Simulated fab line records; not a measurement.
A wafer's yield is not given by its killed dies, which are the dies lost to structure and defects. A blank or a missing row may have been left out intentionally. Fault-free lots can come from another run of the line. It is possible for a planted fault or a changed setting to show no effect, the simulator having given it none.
Which tool is to blame?    flow n5 finfet    11 lots, 33 wafers sampled, at 2 steps of a route of 1938

WHAT EACH GAUGE READ, for each wafer
N5_BEOL_M12_CD_MEAS_17: the cd target is 140 nm.
lot   measured      on         cd nm (nm)
L555  day 10 11:27  cd sem-02  140.9 138.4 139.9
L558  day 11 00:04  cd sem-03  140.0 137.8 139.8
L562  day 12 15:10  cd sem-01  141.7 140.6 142.3
L565  day 13 06:04  cd sem-02  139.1 137.0 139.8
L567  day 13 13:47  cd sem-01  139.0 137.2 136.5
L569  day 13 22:47  cd sem-03  141.3 142.7 141.0
L570  day 14 10:02  cd sem-01  140.9 140.3 139.5
L572  day 14 23:06  cd sem-01  138.9 140.3 139.8
L571  day 15 02:15  cd sem-01  142.7 145.5 140.5
L573  day 15 09:44  cd sem-03  140.6 140.0 139.8
L575  day 16 06:58  cd sem-02  140.1 142.1 138.0

TOOL THAT RAN EACH LOT (tool first, then ch and the chambers of the sampled wafers, then the start)
lot   N5_BEOL_M12_ILD_DEP_00
L555  pecvd-01 ch 0,1, day 10 10:26
L558  pecvd-01 ch 0,1,2, day 10 23:03
L562  pecvd-01 ch 0,2, day 12 14:09
L565  pecvd-03 ch 0,1, day 13 04:55
L567  pecvd-01 ch 0,1,2, day 13 12:46
L569  pecvd-01 ch 0,1, day 13 21:38
L570  pecvd-01 ch 0,1, day 14 08:41
L572  pecvd-01 ch 0,1,2, day 14 22:05
L571  pecvd-01 ch 0,1, day 15 01:06
L573  pecvd-01 ch 0,2, day 15 08:33
L575  pecvd-03 ch 0,2, day 16 05:32
- N5_BEOL_M12_ILD_DEP_00: deposits SiOC from DEMS/O2, target thk 658.92 nm, time 130.7 s.

THE ANSWER, worked out from the rows above alone
Rule: the usual values come from the lots themselves. Put in order of their means at a reading, lots are off if they are a third of the lots or fewer, leave a main group of 4 or more, and stand apart from it by a gap of 3 or more times the standard deviation of the main group's means; of several such gaps the widest counts. Not used: any main group whose means are identical at the precision the tables above print for the reading. A lot without any number at a reading at which 4 lots or more have one is off too. The other lots that the step has rows for count as sound.
No lot is off on any of the readings shown, so nothing can be concluded from this.

WHAT THE SIMULATOR HAD PUT IN
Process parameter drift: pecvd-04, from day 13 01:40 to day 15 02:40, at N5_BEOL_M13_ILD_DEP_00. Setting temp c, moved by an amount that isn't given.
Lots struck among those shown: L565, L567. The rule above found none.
